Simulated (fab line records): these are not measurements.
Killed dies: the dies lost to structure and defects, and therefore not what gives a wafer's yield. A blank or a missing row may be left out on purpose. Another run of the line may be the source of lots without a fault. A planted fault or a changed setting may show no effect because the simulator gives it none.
Lot-split experiment -- flow n5Finfet -- on a route of 1938 steps: 7 lots, 39 wafers read

## ABOUT THE SPLIT
At N5_BEOL_M12_TRENCH_ETCH_34 (etches SiOC in C4F8/O2/Ar, target depth 318.95 nm, time 125.5 s), the setting targetDepthA was moved away from the recipe's 3189.5 angstrom on 15 of the 39 wafers read, by -19.6% to +47.0%. This setting was run at the recipe's value on the other wafers.

## FROM THE SPLIT TO THE READING: what the file shows between them, 10 steps
- N5_BEOL_M12_STRIP_70: strips in C4F8/O2/Ar
- N5_BEOL_M12_OCD_MEAS_35
- N5_BEOL_M12_STRIP_37: strips in N2/H2
- N5_BEOL_M12_ETCH_38: etches SiCN in CF4/N2, target depth 68.7 nm, time 73.4 s
- N5_BEOL_M12_ECD_47: material Cu, target thk 720 nm
- N5_BEOL_M12_ANNEAL_48: time 90 s
- N5_BEOL_M12_CMP_49: polishes, stops on SiOC, t overpolish 20.6 s, target thk 320 nm
- N5_BEOL_M12_THK_MEAS_50: measures by xrf
- N5_BEOL_M12_PRE_CLEAN_52: time 15 s
- N5_BEOL_M12_DEP_53: deposits SiCN from 3MS/NH3, target thk 30 nm, time 10.5 s

## THE READING
M12_RS in ohm/sq, measured at N5_BEOL_M12_RS_MEAS_54 by four-point-probe. Typical for fault-free wafers on this fab line: 0.0596 ohm/sq, with standard deviation 0.0011 ohm/sq.

wafer,"tool, chamber at the split","targetDepthA as run, angstrom",against the recipe,"M12_RS, ohm/sq",against lot-mates on the recipe
L077.1,"rieDiel-03, 2",3189.5,recipe,0.0598,-
L077.2,"rieDiel-03, 0",3189.5,recipe,0.0574,-
L077.3,"rieDiel-03, 1",3189.5,recipe,0.0580,-
L077.4,"rieDiel-03, 3",3189.5,recipe,0.0597,-
L077.5,"rieDiel-03, 3",3189.5,recipe,0.0595,-
L077.6,"rieDiel-03, 2",3189.5,recipe,0.0600,-
L080.1,"rieDiel-06, 1",2639,-17.3%,0.0734,+0.0128
L080.2,"rieDiel-06, 2",2639,-17.3%,0.0727,+0.0121
L080.3,"rieDiel-06, 0",2639,-17.3%,0.0733,+0.0127
L080.4,"rieDiel-06, 3",3189.5,recipe,0.0617,-
L080.5,"rieDiel-06, 0",3189.5,recipe,0.0600,-
L080.6,"rieDiel-06, 1",3189.5,recipe,0.0600,-
L081.1,"rieDiel-03, 0",2565,-19.6%,0.0732,+0.0147
L081.2,"rieDiel-03, 3",3189.5,recipe,0.0604,-
L081.3,"rieDiel-03, 2",2565,-19.6%,0.0738,+0.0153
L081.4,"rieDiel-03, 1",3189.5,recipe,0.0577,-
L081.5,"rieDiel-03, 2",2565,-19.6%,0.0734,+0.0149
L081.6,"rieDiel-03, 1",3189.5,recipe,0.0574,-
L084.1,"rieDiel-06, 0",4499,+41.1%,0.0416,-0.0178
L084.2,"rieDiel-06, 1",3189.5,recipe,0.0598,-
L084.3,"rieDiel-06, 2",3189.5,recipe,0.0591,-
L084.4,"rieDiel-06, 0",4499,+41.1%,0.0425,-0.0169
L084.5,"rieDiel-06, 1",4499,+41.1%,0.0417,-0.0177
L084.6,"rieDiel-06, 2",3189.5,recipe,0.0592,-
L087.1,"rieDiel-03, 3",3189.5,recipe,0.0616,-
L087.2,"rieDiel-03, 1",3189.5,recipe,0.0578,-
L087.3,"rieDiel-03, 2",3189.5,recipe,0.0599,-
L091.1,"rieDiel-03, 3",4689,+47.0%,0.0412,-0.0193
L091.2,"rieDiel-03, 0",4689,+47.0%,0.0401,-0.0204
L091.3,"rieDiel-03, 1",4689,+47.0%,0.0397,-0.0208
L091.4,"rieDiel-03, 2",3189.5,recipe,0.0599,-
L091.5,"rieDiel-03, 3",3189.5,recipe,0.0615,-
L091.6,"rieDiel-03, 2",3189.5,recipe,0.0601,-
L093.1,"rieDiel-03, 1",3189.5,recipe,0.0576,-
L093.2,"rieDiel-03, 2",4478,+40.4%,0.0417,-0.0178
L093.3,"rieDiel-03, 0",4478,+40.4%,0.0419,-0.0176
L093.4,"rieDiel-03, 3",3189.5,recipe,0.0611,-
L093.5,"rieDiel-03, 3",4478,+40.4%,0.0427,-0.0168
L093.6,"rieDiel-03, 2",3189.5,recipe,0.0597,-

THE FIT
A straight line over all 39 wafers: M12_RS changes by -0.000476 ohm/sq for each +1% of targetDepthA; r = -0.98; the points scatter about the line by 0.0022 ohm/sq.
The same after taking each lot's own level away (the mean of its wafers on the recipe; 39 wafers): -0.000482 ohm/sq for each +1%; r = -0.98; scatter 0.0021 ohm/sq.
Per that fit: largest targetDepthA move, reading shift of 0.023 ohm/sq.
The span of the lots' own levels, 0.05850 to 0.06057 ohm/sq, comes to 1.9 times the standard deviation stated above.
The two slopes are in agreement: the lot-to-lot level therefore moves the slope only a little.
Check: -0.0217 ohm/sq against its lot-mates is what the line predicts for one of the wafers moved furthest among these (+47.0%) when that wafer is left out of the fit. It came out at -0.0193 ohm/sq against them.

## THE WHOLE CHAIN: every reading that the file lists as answering this split, in the file's order
step,what it does,reading,change (the file's fit),r (the file's)
N5_BEOL_M12_TRENCH_ETCH_34,"etches SiOC in C4F8/O2/Ar, target depth 318.95 nm, time 125.5 s","etch.depthNm (the simulator's own value, which no gauge read)",+3.16 nm for each +1% of the setting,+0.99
N5_BEOL_M12_OCD_MEAS_35,,trenchDepthNm,+3.16 nm for each +1% of the setting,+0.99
N5_BEOL_M12_CMP_49,"polishes, stops on SiOC, t overpolish 20.6 s, target thk 320 nm","Cu_of_BEOL_M12_ECD_47.thkNm (the simulator's own value, which no gauge read)",+3.18 nm for each +1% of the setting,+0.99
N5_BEOL_M12_THK_MEAS_50,measures by xrf,M12_THK,+3.27 for each +1% of the setting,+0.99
N5_BEOL_M12_RS_MEAS_54,measures by four-point-probe,M12_RS,-0.000463 for each +1% of the setting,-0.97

## FILE'S OWN FIT
M12_RS changes by -0.000463 ohm/sq for each +1% of targetDepthA, r = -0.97.
